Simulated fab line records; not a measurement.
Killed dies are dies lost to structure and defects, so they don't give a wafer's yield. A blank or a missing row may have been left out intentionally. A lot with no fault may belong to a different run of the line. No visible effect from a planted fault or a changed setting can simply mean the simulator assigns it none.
Chamber matching :: flow nandHarc :: NHARC_A_STAIRCASE_STRIP_476 on rieDiel-08: 4 sister chambers
The step strips in O2, time 20 s. 18 wafers are shown with their chamber, then 9 later ones without.

## WAFERS, EACH WITH ITS CHAMBER
wafer: L078.2
chamber: 1
showerheadPlenumPTorr (Torr): 3.80
throttleValvePct (%): 17.047
rfVppV (V): 58.6

wafer: L078.4
chamber: 3
showerheadPlenumPTorr (Torr): 3.45
throttleValvePct (%): 17.032
rfVppV (V): 56.6

wafer: L078.6
chamber: 1
showerheadPlenumPTorr (Torr): 3.80
throttleValvePct (%): 17.029
rfVppV (V): 57.5

wafer: L080.1
chamber: 0
showerheadPlenumPTorr (Torr): 3.73
throttleValvePct (%): 17.043
rfVppV (V): 56.1

wafer: L080.4
chamber: 2
showerheadPlenumPTorr (Torr): 3.38
throttleValvePct (%): 17.047
rfVppV (V): 59.0

wafer: L080.5
chamber: 2
showerheadPlenumPTorr (Torr): 3.38
throttleValvePct (%): 17.045
rfVppV (V): 57.7

wafer: L084.1
chamber: 1
showerheadPlenumPTorr (Torr): 3.79
throttleValvePct (%): 17.029
rfVppV (V): 59.1

wafer: L084.5
chamber: 2
showerheadPlenumPTorr (Torr): 3.37
throttleValvePct (%): 17.046
rfVppV (V): 58.7

wafer: L084.6
chamber: 3
showerheadPlenumPTorr (Torr): 3.44
throttleValvePct (%): 17.028
rfVppV (V): 56.9

wafer: L083.1
chamber: 0
showerheadPlenumPTorr (Torr): 3.72
throttleValvePct (%): 17.025
rfVppV (V): 58.3

wafer: L083.4
chamber: 1
showerheadPlenumPTorr (Torr): 3.79
throttleValvePct (%): 17.033
rfVppV (V): 57.9

wafer: L083.6
chamber: 3
showerheadPlenumPTorr (Torr): 3.44
throttleValvePct (%): 17.032
rfVppV (V): 58.5

wafer: L085.1
chamber: 0
showerheadPlenumPTorr (Torr): 3.72
throttleValvePct (%): 17.037
rfVppV (V): 58.4

wafer: L085.3
chamber: 1
showerheadPlenumPTorr (Torr): 3.79
throttleValvePct (%): 17.048
rfVppV (V): 58.4

wafer: L085.5
chamber: 3
showerheadPlenumPTorr (Torr): 3.43
throttleValvePct (%): 17.034
rfVppV (V): 56.8

wafer: L089.2
chamber: 1
showerheadPlenumPTorr (Torr): 3.78
throttleValvePct (%): 17.041
rfVppV (V): 57.4

wafer: L089.3
chamber: 0
showerheadPlenumPTorr (Torr): 3.71
throttleValvePct (%): 17.042
rfVppV (V): 56.9

wafer: L089.5
chamber: 2
showerheadPlenumPTorr (Torr): 3.37
throttleValvePct (%): 17.034
rfVppV (V): 56.5

SIGNATURES (means of the wafers above)
reading: showerheadPlenumPTorr
chamber 0: 3.7200
chamber 1: 3.7917
chamber 2: 3.3750
chamber 3: 3.4400
scatter within a chamber: 0.00748

reading: throttleValvePct
chamber 0: 17.03675
chamber 1: 17.03783
chamber 2: 17.04300
chamber 3: 17.03150
scatter within a chamber: 0.00712

reading: rfVppV
chamber 0: 57.425
chamber 1: 58.150
chamber 2: 57.975
chamber 3: 57.200
scatter within a chamber: 0.929
Rule: a wafer lies at a distance from a chamber equal to the root of the sum of squares, over the readings, of (its reading less the chamber's mean, divided by the reading's scatter). The wafer belongs to the nearest chamber; if the next one is less than 2 further off, it can't be placed. The scatter: take each reading less its chamber's mean, square it, sum over the shown wafers, divide by the number of wafers less the number of chambers, and take the root.

## WAFERS MISSING THEIR CHAMBER
wafer: L090.1
showerheadPlenumPTorr (Torr): 3.70
throttleValvePct (%): 17.039
rfVppV (V): 58.3

wafer: L090.2
showerheadPlenumPTorr (Torr): 3.78
throttleValvePct (%): 17.051
rfVppV (V): 59.1

wafer: L090.6
showerheadPlenumPTorr (Torr): 3.70
throttleValvePct (%): 17.029
rfVppV (V): 58.8

wafer: L092.4
showerheadPlenumPTorr (Torr): 3.70
throttleValvePct (%): 17.021
rfVppV (V): 58.0

wafer: L092.5
showerheadPlenumPTorr (Torr): 3.77
throttleValvePct (%): 17.053
rfVppV (V): 57.8

wafer: L092.6
showerheadPlenumPTorr (Torr): 3.36
throttleValvePct (%): 17.048
rfVppV (V): 58.2

wafer: L096.2
showerheadPlenumPTorr (Torr): 3.77
throttleValvePct (%): 17.037
rfVppV (V): 59.3

wafer: L096.5
showerheadPlenumPTorr (Torr): 3.77
throttleValvePct (%): 17.038
rfVppV (V): 57.2

wafer: L096.6
showerheadPlenumPTorr (Torr): 3.70
throttleValvePct (%): 17.043
rfVppV (V): 57.3

## THE CHAMBER EACH PASSED THROUGH
wafer: L090.1
from the rows above: 0
in truth: 0

wafer: L090.2
from the rows above: 1
in truth: 1

wafer: L090.6
from the rows above: 0
in truth: 0

wafer: L092.4
from the rows above: 0
in truth: 0

wafer: L092.5
from the rows above: 1
in truth: 1

wafer: L092.6
from the rows above: 2
in truth: 2

wafer: L096.2
from the rows above: 1
in truth: 1

wafer: L096.5
from the rows above: 1
in truth: 1

wafer: L096.6
from the rows above: 0
in truth: 0
Correct placement for 9 of the 9. Left unplaced by these rows: 0. 0 placed wrongly.
